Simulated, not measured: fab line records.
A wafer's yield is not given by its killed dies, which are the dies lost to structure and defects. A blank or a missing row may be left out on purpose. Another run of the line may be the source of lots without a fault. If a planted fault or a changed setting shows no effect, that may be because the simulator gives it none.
fab line records	flow nand_harc	part 2 of 2: steps 22 to 27 of 27
record: lots: 5	wafers: 15	last_day: 32
route steps=1302 shown A_STAIRCASE@686
lots that met no fault: from a run of the same line without faults
start_h: hours from the record's first day to the start of the lot's first wafer shown	wait_h: hours from the lot's prior step to this one	" identical to the entry in the row above	L1.1+2: a single row standing in for several wafers	- no value, or no start given	* or withheld: withheld	< > ~ a bound
route shown NAME@n: names a module that has steps shown in the file, with the first one's number in the route	usual: mean/standard deviation taken from wafers without a fault	same: alike in all rows	chamber/n: place in a boat	sites: readings site by site	_std_site: their standard deviation	_edge_site: outer sites' mean less inner sites'	radius_mm: for every site, how far away it sits from the centre of the wafer	mask NAME#n: copy n	behind: the tool/chamber that last shaped the wafer	hold: what put the lot on hold/how long, in hours/how the hold closed	device: transistor that didn't switch, given as n, p or np	end of line: tests of these same wafers at the route's end	a step with no rows: only its recipe	killed: count of dies lost to structure and defects at first sort (not the wafer's yield)	map: a wafer's dies, x killed, . not, _ none there
set.NAME: the run value of the setting; set.NAME@STEP: its run value at that earlier step	model.NAME: the simulator's own value behind a step, which no gauge read
a table for each step, a row for each wafer; lots at some steps of the route
services: the hour from which a tool's chamber was out of use, counted from the record's first day as start_h (under 0 if before that day), plus the number of hours and why
== steps ==
step: NHARC_A_STAIRCASE_ETCH_194
recipe: target_depth_a: 1000	time_s: 40.5	ion_energy_ev: 400	c4f8_flow_sccm: 20	o2_flow_sccm: 10	ar_flow_sccm: withheld	rf_w: 600	bias_w: 1000	chemistry: C4F8/O2
usual: bias_w: 1000.5/2.9	oes_product_au: 0.948/0.018	rf_vpp_V: 898/5.8
lot.wafer	tool	chamber	start_h	wait_h	bias_w	oes_product_au	rf_hours_counter_h	rf_vpp_V
L074.2	rie_diel-01	3	-	-	1001.3	0.964	50	898
L074.6	"	1	"	"	1000.4	0.966	-	900
L074.4	"	2	"	"	1004.1	0.984	-	896
L076.2	rie_diel-13	3	-	-	1000.5	0.934	10	906
L076.6	"	0	"	"	997.3	0.955	-	904
L076.5	"	1	"	"	1008.7	0.957	-	906
L078.4	rie_diel-13	0	-	-	1006.6	0.946	15	903
L078.5	"	1	"	"	1001.8	0.945	-	905
L078.6	"	2	"	"	995.7	0.937	-	890
L091.3	rie_diel-01	3	-	-	998.8	0.958	54	898
L091.4	"	0	"	"	1003.5	0.952	50	903
L091.1	"	2	"	"	1000.0	0.939	54	892
L094.3	rie_diel-04	3	-	-	1002.8	0.953	4	904
L094.4	"	0	"	"	998.9	0.946	3	896
L094.2	"	1	"	"	1001.3	0.949	3	889
step: NHARC_A_STAIRCASE_TRIM_196
recipe: time_s: 211.2	o2_flow_sccm: 500	ar_flow_sccm: 0	bias_w: 0	chemistry: O2
usual: drypump_motor_current_A: 5.8/0.41	oes_product_au: 1.001/0.011	rf_vpp_V: 58.0/0.9	showerhead_plenum_p_Torr: 3.58/0.16	throttle_valve_pct: 17.036/0.0081
same: bias_w: 0
lot.wafer	tool	chamber	start_h	wait_h	drypump_motor_current_A	oes_product_au	rf_hours_counter_h	rf_vpp_V	showerhead_plenum_p_Torr	throttle_valve_pct
L074.4	rie_diel-13	3	355.54	0.1	5.9	1.007	2	58.5	3.81	17.045
L074.2	"	2	"	"	5.4	0.998	2	59.0	3.40	17.027
L074.6	"	3	"	"	5.9	0.996	-	59.7	3.81	17.043
L076.2	rie_diel-04	2	378.48	0.1	5.6	1.001	5	56.7	3.42	17.027
L076.6	"	1	"	"	6.1	1.008	-	56.6	3.39	17.055
L076.5	"	3	"	"	6.2	0.984	-	57.6	3.77	17.043
L078.4	rie_diel-13	3	397.71	0.1	5.9	0.989	20	58.0	3.80	17.047
L078.6	"	0	"	"	5.9	0.999	-	58.5	3.73	17.044
L078.5	"	1	"	"	6.6	1.010	-	58.3	3.80	17.036
L091.4	rie_diel-04	0	543.43	0.1	5.5	0.988	0	56.6	3.53	17.051
L091.3	"	1	"	"	6.1	1.004	0	56.6	3.36	17.041
L091.1	"	3	"	"	6.2	1.013	0	59.0	3.75	17.024
L094.2	rie_diel-04	0	561.13	0.1	5.5	1.008	3	56.9	3.53	17.037
L094.3	"	1	"	"	6.1	1.004	3	58.8	3.36	17.023
L094.4	"	2	"	"	5.6	1.007	4	57.5	3.40	17.033
step: NHARC_A_STAIRCASE_ETCH_197
recipe: target_depth_a: 1000	time_s: 40.5	ion_energy_ev: 400	c4f8_flow_sccm: 20	o2_flow_sccm: 10	ar_flow_sccm: withheld	rf_w: 600	bias_w: 1000	chemistry: C4F8/O2
usual: bias_w: 1000/3.2	oes_product_au: 0.953/0.018	rf_vpp_V: 898/5.7
lot.wafer	tool	chamber	start_h	wait_h	bias_w	oes_product_au	rf_hours_counter_h	rf_vpp_V
L074.2	rie_diel-13	0	-	-	998	0.921	2	904
L074.4	"	1	"	"	997	0.937	2	906
L074.6	"	3	"	"	996	0.932	-	905
L076.2	rie_diel-04	2	-	-	1002	0.973	5	892
L076.5	"	3	"	"	1000	0.956	-	904
L076.6	"	0	"	"	1002	0.978	-	897
L078.4	rie_diel-13	3	-	-	996	0.943	20	904
L078.5	"	0	"	"	1004	0.945	-	903
L078.6	"	1	"	"	992	0.949	-	906
L091.1	rie_diel-04	2	-	-	996	0.991	0	891
L091.3	"	3	"	"	997	0.989	0	904
L091.4	"	0	"	"	998	0.969	0	896
L094.2	rie_diel-04	2	-	-	1002	0.948	4	893
L094.3	"	3	"	"	1002	0.955	4	902
L094.4	"	0	"	"	996	0.946	3	896
step: NHARC_A_STAIRCASE_TRIM_198
recipe: time_s: 211.2	o2_flow_sccm: 500	ar_flow_sccm: 0	bias_w: 0	chemistry: O2
usual: drypump_motor_current_A: 5.8/0.43	oes_product_au: 1.001/0.01	rf_vpp_V: 57.9/0.93	showerhead_plenum_p_Torr: 3.59/0.16	throttle_valve_pct: 17.036/0.0097
same: bias_w: 0
lot.wafer	tool	chamber	start_h	wait_h	drypump_motor_current_A	oes_product_au	rf_hours_counter_h	rf_vpp_V	showerhead_plenum_p_Torr	throttle_valve_pct
L074.4	rie_diel-13	3	-	-	5.9	0.994	2	59.5	3.81	17.036
L074.2	"	0	"	"	5.9	0.991	2	57.5	3.74	17.046
L074.6	"	2	"	"	5.4	0.988	-	57.5	3.40	17.030
L076.2	rie_diel-04	3	-	-	6.2	1.002	5	58.7	3.77	17.027
L076.5	"	3	"	"	6.2	1.004	-	59.1	3.77	17.040
L076.6	"	0	"	"	5.5	0.988	-	56.7	3.56	17.024
L078.4	rie_diel-13	0	-	-	5.9	1.013	15	58.5	3.73	17.036
L078.5	"	3	"	"	5.8	0.988	-	58.1	3.80	17.046
L078.6	"	0	"	"	5.9	1.007	-	58.7	3.73	17.035
L091.4	rie_diel-04	2	-	-	5.6	1.005	0	57.5	3.40	17.025
L091.3	"	3	"	"	6.2	1.017	0	58.0	3.75	17.049
L091.1	"	1	"	"	6.1	1.025	0	56.5	3.36	17.048
L094.2	rie_diel-04	0	-	-	5.5	1.005	3	58.9	3.53	17.025
L094.4	"	1	"	"	6.1	1.011	3	56.1	3.36	17.048
L094.3	"	2	"	"	5.6	1.021	4	57.9	3.40	17.035
step: NHARC_A_STAIRCASE_ETCH_199
recipe: target_depth_a: 1000	time_s: 40.5	ion_energy_ev: 400	c4f8_flow_sccm: 20	o2_flow_sccm: 10	ar_flow_sccm: withheld	rf_w: 600	bias_w: 1000	chemistry: C4F8/O2
usual: bias_w: 1000.0/3	oes_product_au: 0.947/0.015	rf_vpp_V: 898/5.8
lot.wafer	tool	chamber	start_h	wait_h	bias_w	oes_product_au	rf_hours_counter_h	rf_vpp_V
L074.4	rie_diel-13	1	-	-	999.3	0.938	2	908
L074.2	"	3	"	"	1000.1	0.963	2	905
L074.6	"	1	"	"	1001.7	0.937	-	906
L076.2	rie_diel-04	2	-	-	1000.0	0.963	5	892
L076.6	"	1	"	"	996.3	0.980	-	891
L076.5	"	2	"	"	999.7	0.970	-	892
L078.4	rie_diel-13	3	-	-	1002.7	0.927	20	905
L078.5	"	3	"	"	1000.3	0.931	-	905
L078.6	"	0	"	"	1001.9	0.949	-	903
L091.4	rie_diel-04	2	-	-	991.0	0.960	0	892
L091.1	"	3	"	"	1001.4	0.971	0	905
L091.3	"	0	"	"	995.5	0.957	0	896
L094.3	rie_diel-04	3	-	-	999.3	0.943	4	903
L094.4	"	0	"	"	998.9	0.934	3	895
L094.2	"	1	"	"	1000.9	0.942	4	888
step: NHARC_A_STAIRCASE_TRIM_200
recipe: time_s: 211.2	o2_flow_sccm: 500	ar_flow_sccm: 0	bias_w: 0	chemistry: O2
usual: drypump_motor_current_A: 5.8/0.43	oes_product_au: 1.001/0.012	rf_vpp_V: 57.9/0.88	showerhead_plenum_p_Torr: 3.59/0.16	throttle_valve_pct: 17.036/0.0098
same: bias_w: 0
lot.wafer	tool	chamber	start_h	wait_h	drypump_motor_current_A	oes_product_au	rf_hours_counter_h	rf_vpp_V	showerhead_plenum_p_Torr	throttle_valve_pct
L074.4	rie_diel-13	1	-	-	6.5	1.005	2	57.8	3.81	17.040
L074.2	"	3	"	"	5.9	1.001	2	58.0	3.81	17.025
L074.6	"	1	"	"	6.5	1.008	-	59.0	3.81	17.051
L076.2	rie_diel-04	2	-	-	5.5	1.016	5	57.4	3.42	17.036
L076.5	"	0	"	"	5.5	0.988	-	57.1	3.56	17.026
L076.6	"	1	"	"	6.1	1.014	-	57.7	3.39	17.060
L078.4	rie_diel-13	2	-	-	5.4	0.979	21	58.2	3.39	17.025
L078.6	"	2	"	"	5.4	0.990	-	56.7	3.39	17.048
L078.5	"	3	"	"	5.9	0.990	-	58.8	3.80	17.022
L091.3	rie_diel-04	3	-	-	6.2	1.010	0	59.2	3.75	17.026
L091.1	"	0	"	"	5.5	0.992	0	58.5	3.53	17.037
L091.4	"	1	"	"	6.1	1.006	0	57.8	3.36	17.036
L094.2	rie_diel-04	0	-	-	5.5	1.000	3	58.5	3.53	17.033
L094.3	"	1	"	"	6.1	1.000	4	58.8	3.36	17.041
L094.4	"	2	"	"	5.6	1.003	4	56.9	3.39	17.036
== services ==
tool	chamber	start_h	hours	kind
wet_bench-07	-	336.06	8.0	pm
rie_diel-13	-	342.00	9.0	pm
plasma_asher-01	-	342.24	9.0	pm
rie_diel-01	0	343.32	14.5	repair
rie_diel-04	-	354.90	9.0	pm
krf_scanner-04	-	359.62	4.0	pm
krf_scanner-04	-	369.42	2.2	repair
rie_diel-01	-	382.24	9.0	pm
wet_bench-03	-	386.47	8.0	pm
litho_track-07	-	426.00	7.0	pm
wet_bench-05	-	436.80	8.0	pm
rie_diel-04	-	448.83	3.5	repair
litho_track-03	-	450.00	7.0	pm
litho_track-05	-	474.01	7.0	pm
rie_diel-04	3	482.35	7.4	repair
rie_diel-04	3	500.76	14.2	repair
rie_diel-04	2	501.11	10.8	repair
krf_scanner-04	-	510.30	1.3	repair
rie_diel-13	-	519.07	9.0	pm
plasma_asher-01	-	519.24	9.0	pm
rie_diel-04	3	523.59	6.3	repair
rie_diel-04	-	533.65	9.0	pm
rie_diel-13	3	543.83	9.8	repair
rie_diel-01	-	559.24	9.0	pm
